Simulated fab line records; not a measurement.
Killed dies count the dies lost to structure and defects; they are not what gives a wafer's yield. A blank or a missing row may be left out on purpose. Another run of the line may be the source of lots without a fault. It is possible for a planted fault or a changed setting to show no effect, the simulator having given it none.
Split-lot trial | flow n5_finfet | route with 1938 steps; 7 lots, 21 wafers read

THE SPLIT ITSELF
At N5_BEOL_M3_CMP_52 (polishes, stops on SiOC, t overpolish 6.8 s, target thk 40 nm), the setting down_force_psi was moved away from the recipe's 1 psi on 3 of the 21 wafers read, by -18.5% to +20.4%. For the rest of the wafers, this setting stayed at what the recipe calls for.

Reading taken at the split's own step.

THE READING
barrier_field_endpoint_s, in s, at N5_BEOL_M3_CMP_52 (polishes, stops on SiOC, t overpolish 6.8 s, target thk 40 nm). A value of 24.5 s with a standard deviation of 0.67 s is what fault-free wafers of this fab line usually give.

wafer  | tool, chamber at the split | down_force_psi as run, psi | against the recipe | barrier_field_endpoint_s, s | against lot-mates on the recipe
L081.2 | cmp-02, 2                  | 1                          | recipe             | 23.7                        | -
L081.6 | cmp-02, 3                  | 1                          | recipe             | 24.1                        | -
L081.5 | cmp-02, 0                  | 1                          | recipe             | 23.7                        | -
L085.2 | cmp-02, 3                  | 1                          | recipe             | 24.5                        | -
L085.1 | cmp-02, 1                  | 1                          | recipe             | 25.4                        | -
L085.6 | cmp-02, 3                  | 1.204                      | +20.4%             | 20.7                        | -4.2
L083.4 | cmp-04, 1                  | 1                          | recipe             | 24.7                        | -
L083.2 | cmp-04, 2                  | 1                          | recipe             | 24.5                        | -
L083.5 | cmp-04, 1                  | 1                          | recipe             | 25.0                        | -
L086.3 | cmp-02, 3                  | 1                          | recipe             | 24.3                        | -
L086.6 | cmp-02, 2                  | 1                          | recipe             | 24.3                        | -
L086.5 | cmp-02, 3                  | 1                          | recipe             | 24.4                        | -
L089.3 | cmp-03, 0                  | 1                          | recipe             | 23.6                        | -
L089.5 | cmp-03, 0                  | 1                          | recipe             | 24.2                        | -
L089.6 | cmp-03, 1                  | 1                          | recipe             | 24.0                        | -
L090.4 | cmp-04, 1                  | 1                          | recipe             | 24.3                        | -
L090.2 | cmp-04, 2                  | 0.8147                     | -18.5%             | 30.7                        | +6.4
L090.6 | cmp-04, 1                  | 0.8147                     | -18.5%             | 28.9                        | +4.6
L096.2 | cmp-03, 0                  | 1                          | recipe             | 25.2                        | -
L096.3 | cmp-03, 3                  | 1                          | recipe             | 24.6                        | -
L096.5 | cmp-03, 1                  | 1                          | recipe             | 24.8                        | -

FIT RESULTS
A straight line over all 21 wafers: barrier_field_endpoint_s changes by -0.248 s for each +1% of down_force_psi; r = -0.94; the points scatter about the line by 0.67 s.
The same after taking each lot's own level away (the mean of its wafers on the recipe; 21 wafers): -0.262 s for each +1%; r = -0.97; scatter 0.48 s.
The reading moves by 5.3 s for the largest change in down_force_psi, on that fit.
Across the lots, their own levels run from 23.83 to 24.95 s, a range of 1.7 times the standard deviation given above.
The two slopes are in agreement: the lot-to-lot level therefore moves the slope only a little.
Check: for one of the wafers moved furthest among these (+20.4%), held out of the fit, the line's prediction against its lot-mates is -6.06 s. It came out at -4.25 s against them.
Tool readings at the split's step, against how far the setting was moved: barrier_field_endpoint_s r = -0.94.

THE FILE'S OWN FIT
barrier_field_endpoint_s changes by -0.251 s for each +1% of down_force_psi, r = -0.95.
